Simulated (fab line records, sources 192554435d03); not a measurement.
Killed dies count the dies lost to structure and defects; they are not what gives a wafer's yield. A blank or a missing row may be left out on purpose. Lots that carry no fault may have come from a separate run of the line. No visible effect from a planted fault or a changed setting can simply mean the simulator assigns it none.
The tool behind it: which one? | flow n5-finfet | 9 lots with 26 wafers sampled at 5 steps, on a route of 1938 steps

## WHAT EACH GAUGE READ, for each wafer
N5_BEOL_M4_RC_MEAS_101. Usual: DIBL_N 36.8 mV/V, standard deviation 2.2; DIBL_P 37.0 mV/V, standard deviation 2.8; IOFF_N 0.18 nA/um, standard deviation 0.043; IOFF_P 0.23 nA/um, standard deviation 0.05; ION_N 680 uA/um, standard deviation 14; ION_P 466 uA/um, standard deviation 9.1; SS_N 71.7 mV/dec, standard deviation 0.74; SS_P 73.5 mV/dec, standard deviation 0.79; VT_N 248 mV, standard deviation 4; VT_P -249 mV, standard deviation 4.1.
lot  | measured     | on        | DIBL_N (mV/V)  | DIBL_P (mV/V)  | IOFF_N (nA/um) | IOFF_P (nA/um) | ION_N (uA/um) | ION_P (uA/um) | SS_N (mV/dec)  | SS_P (mV/dec)  | VT_N (mV)   | VT_P (mV)      | flag
L447 | day 8 01:04  | prober-01 | 39.6 35.4 37.8 | 41.3 36.2 39.6 | 0.29 0.17 0.23 | 0.36 0.22 0.32 | 715 691 696   | 484 470 480   | 72.7 71.5 72.1 | 74.8 73.3 74.0 | 238 247 243 | -241 -246 -242 |
L445 | day 8 09:23  | prober-01 | 34.7 33.8 37.8 | 35.3 35.0 38.8 | 0.13 0.13 0.20 | 0.19 0.19 0.25 | 665 687 689   | 459 467 467   | 71.2 71.0 71.7 | 73.2 73.7 74.1 | 251 249 246 | -253 -251 -249 |
L450 | day 9 11:35  | prober-01 | 36.2 39.3 36.2 | 37.8 41.7 38.4 | 0.16 0.21 0.15 | 0.20 0.29 0.20 | 681 692 676   | 464 469 463   | 72.4 73.0 71.3 | 72.9 74.6 72.4 | 250 247 249 | -251 -248 -251 |
L457 | day 10 22:02 | prober-01 | 36.0 34.0 36.7 | 34.8 31.5 34.3 | 0.18 0.13 0.18 | 0.22 0.17 0.21 | 691 668 687   | 467 462 474   | 71.4 70.7 71.0 | 72.5 71.9 72.6 | 247 255 249 | -250 -251 -248 |
L459 | day 11 14:02 | prober-02 | 39.4 34.7 35.5 | 41.1 32.9 35.6 | 0.25 0.14 0.15 | 0.29 0.15 0.20 | 703 672 670   | 478 454 461   | 72.8 71.4 71.3 | 74.9 72.9 72.9 | 243 250 250 | -244 -255 -252 |
L460 | day 11 13:43 | prober-01 | 34.1 35.7 35.5 | 33.3 34.9 34.5 | 0.12 0.14 0.14 | 0.20 0.23 0.22 | 659 666 657   | 459 467 460   | 71.4 71.9 71.1 | 73.2 73.1 72.6 | 254 251 252 | -249 -247 -249 |
L464 | day 12 20:40 | prober-01 | 33.8 36.8 38.4 | 32.3 36.9 38.7 | 0.13 0.18 0.23 | 0.18 0.25 0.27 | 664 682 700   | 461 468 479   | 71.4 71.5 71.8 | 72.0 72.8 73.7 | 253 247 242 | -252 -249 -248 |
L467 | day 13 10:34 | prober-01 | 33.4 37.3 35.5 | 34.3 39.2 37.2 | 0.12 0.20 0.15 | 0.17 0.25 0.22 | 671 687 670   | 460 468 466   | 70.6 71.6 71.4 | 73.1 73.7 73.1 | 256 246 251 | -255 -250 -250 |
L468 | day 13 11:31 | prober-02 | 36.7 37.7      | 37.9 40.2      | 0.20 0.22      | 0.26 0.31      | 686 701       | 474 487       | 72.2 72.3      | 73.6 74.8      | 243 242     | -244 -241      |

## EACH LOT AND THE TOOL THAT RAN IT (in order: tool; ch and the chambers of the sampled wafers; start)
lot  | N5_BEOL_M4_HM_OPEN_17             | N5_BEOL_M4_DESCUM_33               | N5_BEOL_M4_ALD_98                 | N5_BEOL_M4_STRIP_97
L447 | rie-metal-01 ch 0, day 7 18:53    | rie-diel-06 ch 2,3, day 7 19:47    | ald-sin-02 ch 0,2,3, day 7 19:58  | rie-diel-05 ch 1,2, day 8 01:04 or earlier
L445 | rie-metal-01 ch 0, day 7 20:17    | rie-diel-05 ch 1,2, day 7 21:14    | ald-sin-02 ch 0,1,3, day 7 21:22  | rie-diel-04 ch 0,1,3, day 8 09:23 or earlier
L450 | rie-metal-03 ch 0,1, day 9 03:56  | rie-diel-05 ch 0,2,3, day 9 05:28  | ald-sin-01 ch 0,2,3, day 9 05:35  | rie-diel-05 ch 2,3, day 9 11:35 or earlier
L457 | rie-metal-02 ch 0,1, day 10 12:41 | rie-diel-04 ch 2,3, day 10 13:26   | ald-sin-02 ch 0,1,2, day 10 13:34 | rie-diel-05 ch 0,1,2, day 10 22:02 or earlier
L459 | rie-metal-03 ch 0,1, day 11 02:15 | rie-diel-05 ch 0,1,2, day 11 03:00 | ald-sin-02 ch 0,2,3, day 11 03:13 | rie-diel-06 ch 0,2,3, day 11 14:02 or earlier
L460 | rie-metal-02 ch 0,1, day 11 06:29 | rie-diel-06 ch 0,2,3, day 11 07:25 | ald-sin-02 ch 0,3, day 11 07:35   | rie-diel-05 ch 0,1,2, day 11 13:43 or earlier
L464 | rie-metal-01 ch 0,1, day 12 11:02 | rie-diel-06 ch 1,2, day 12 11:50   | ald-sin-01 ch 0,2,3, day 12 14:04 | rie-diel-05 ch 0,1,2, day 12 20:40 or earlier
L467 | rie-metal-02 ch 0,1, day 13 01:12 | rie-diel-06 ch 0,1,2, day 13 02:00 | ald-sin-01 ch 0,1,3, day 13 02:21 | rie-diel-04 ch 0,1,2, day 13 10:34 or earlier
L468 | rie-metal-03 ch 0, day 13 01:41   | rie-diel-06 ch 2,3, day 13 02:25   | ald-sin-01 ch 0,3, day 13 02:35   | rie-diel-06 ch 2,3, day 13 11:31 or earlier
- N5_BEOL_M4_HM_OPEN_17: chemistry Cl2/BCl3, target TiN, target depth 20 nm, overetch 6 nm.
- N5_BEOL_M4_DESCUM_33: chemistry O2, time 7 s.
- N5_BEOL_M4_ALD_98: deposits SiO2, target thk 2.5 nm, pulse time 1 s, co reactant pulse time 1 s.
- N5_BEOL_M4_STRIP_97: strips in N2/H2, time 10 s.

## WHAT THE TOOLS THEMSELVES READ (means of the sampled wafers that have a number; where no wafer has one, the mark that the record gives instead)
N5_BEOL_M4_HM_OPEN_17. Usual: drypump-motor-current-A 5.8 A, standard deviation 0.4; oes-product-au 0.67 a.u., standard deviation 0.075; throttle-valve-pct 22.00 %, standard deviation 0.21.
lot  | tool         | drypump-motor-current-A (A) | oes-product-au (a.u.) | throttle-valve-pct (%) | flag
L447 | rie-metal-01 | 5.8                         | 0.65                  | 21.94                  |
L445 | rie-metal-01 | 5.9                         | 0.64                  | 21.96                  |
L450 | rie-metal-03 | 5.4                         | 0.67                  | 22.05                  |
L457 | rie-metal-02 | 6.3                         | 0.70                  | 21.86                  |
L459 | rie-metal-03 | 5.5                         | 0.59                  | 22.25                  |
L460 | rie-metal-02 | 6.1                         | 0.70                  | 21.93                  |
L464 | rie-metal-01 | 5.8                         | 0.66                  | 21.96                  |
L467 | rie-metal-02 | 6.3                         | 0.69                  | 21.87                  |
L468 | rie-metal-03 | 5.3                         | 0.71                  | 21.88                  |

N5_BEOL_M4_DESCUM_33. Usual: drypump-motor-current-A 5.6 A, standard deviation 0.6; oes-product-au 0.80 a.u., standard deviation 0.095; rf-vpp-V 243.4 V, standard deviation 1.5; showerhead-plenum-p-Torr 2.11 Torr, standard deviation 0.08; throttle-valve-pct 20.42 %, standard deviation 0.19.
lot  | tool        | drypump-motor-current-A (A) | oes-product-au (a.u.) | rf-vpp-V (V) | showerhead-plenum-p-Torr (Torr) | throttle-valve-pct (%) | flag
L447 | rie-diel-06 | 5.6                         | 0.80                  | 244.2        | 2.15                            | 20.37                  |
L445 | rie-diel-05 | 5.3                         | 0.73                  | 242.1        | 2.02                            | 20.51                  |
L450 | rie-diel-05 | 5.5                         | 0.83                  | 243.0        | 2.08                            | 20.39                  |
L457 | rie-diel-04 | 5.9                         | 0.87                  | 242.6        | 2.02                            | 20.38                  |
L459 | rie-diel-05 | 5.1                         | 0.91                  | 243.9        | 2.19                            | 20.36                  |
L460 | rie-diel-06 | 5.8                         | 0.84                  | 243.0        | 2.12                            | 20.38                  |
L464 | rie-diel-06 | 4.9                         | 0.71                  | 243.6        | 2.09                            | 20.40                  |
L467 | rie-diel-06 | 5.4                         | 0.78                  | 242.9        | 2.09                            | 20.39                  |
L468 | rie-diel-06 | 5.5                         | 0.77                  | 244.1        | 2.16                            | 20.40                  |

N5_BEOL_M4_ALD_98. Usual: heater-power-w 79 W, standard deviation 9.7; precursor-pulse-height-rel 1.003, standard deviation 0.02; susceptor-temp-C 99.99 C, standard deviation 0.14.
lot  | tool       | heater-power-w (W) | precursor-pulse-height-rel | susceptor-temp-C (C) | flag
L447 | ald-sin-02 | 79                 | 0.993                      | 99.98                |
L445 | ald-sin-02 | 90                 | 1.009                      | 99.95                |
L450 | ald-sin-01 | 74                 | 1.002                      | 100.16               |
L457 | ald-sin-02 | 87                 | 0.988                      | 100.07               |
L459 | ald-sin-02 | 81                 | 1.002                      | 100.01               |
L460 | ald-sin-02 | 86                 | 0.988                      | 99.92                |
L464 | ald-sin-01 | 75                 | 0.969                      | 99.94                |
L467 | ald-sin-01 | 75                 | 1.001                      | 100.12               |
L468 | ald-sin-01 | 76                 | 1.004                      | 100.07               |

N5_BEOL_M4_STRIP_97. Usual: drypump-motor-current-A 5.6 A, standard deviation 0.6; n2-flow-sccm 200.0 sccm, standard deviation 0.59; oes-product-au 0.83 a.u., standard deviation 0.098; rf-vpp-V 59.2 V, standard deviation 1; showerhead-plenum-p-Torr 2.58 Torr, standard deviation 0.096; throttle-valve-pct 23.70 %, standard deviation 0.25.
lot  | tool        | drypump-motor-current-A (A) | n2-flow-sccm (sccm) | oes-product-au (a.u.) | rf-vpp-V (V) | showerhead-plenum-p-Torr (Torr) | throttle-valve-pct (%) | flag
L447 | rie-diel-05 | 5.3                         | 200.3               | 0.74                  | 58.9         | 2.46                            | 23.85                  |
L445 | rie-diel-04 | 6.3                         | 200.3               | 0.73                  | 59.2         | 2.56                            | 24.01                  |
L450 | rie-diel-05 | 6.0                         | 200.2               | 0.91                  | 58.8         | 2.60                            | 23.45                  |
L457 | rie-diel-05 | 5.1                         | 200.2               | 0.90                  | 60.0         | 2.66                            | 23.62                  |
L459 | rie-diel-06 | 5.8                         | 200.0               | 0.84                  | 60.4         | 2.58                            | 23.65                  |
L460 | rie-diel-05 | 5.1                         | 199.9               | 0.89                  | 59.8         | 2.66                            | 23.62                  |
L464 | rie-diel-05 | 5.1                         | 200.0               | 0.87                  | 59.5         | 2.65                            | 23.65                  |
L467 | rie-diel-04 | 6.1                         | 199.3               | 0.84                  | 59.2         | 2.56                            | 23.65                  |
L468 | rie-diel-06 | 5.5                         | 200.4               | 0.77                  | 59.3         | 2.61                            | 23.63                  |

## THE ANSWER, worked out from the rows above alone
Rule: a lot is off if the mean of its wafers that have a number lies more than 3 standard deviations from the usual mean. Also off: a lot with no number at a reading for which 4 or more lots have one. The other lots that the step has rows for count as sound. First the gauges in route order, then the tools' own readings, where a lot's mean is used as printed above. The first step at which some lot is off is used, and at that step the reading that is off furthest; a lot without a number counts as furthest.
Across all readings shown, no lot is off: no conclusion can be drawn from this.

## WHAT THE SIMULATOR HAD INSERTED
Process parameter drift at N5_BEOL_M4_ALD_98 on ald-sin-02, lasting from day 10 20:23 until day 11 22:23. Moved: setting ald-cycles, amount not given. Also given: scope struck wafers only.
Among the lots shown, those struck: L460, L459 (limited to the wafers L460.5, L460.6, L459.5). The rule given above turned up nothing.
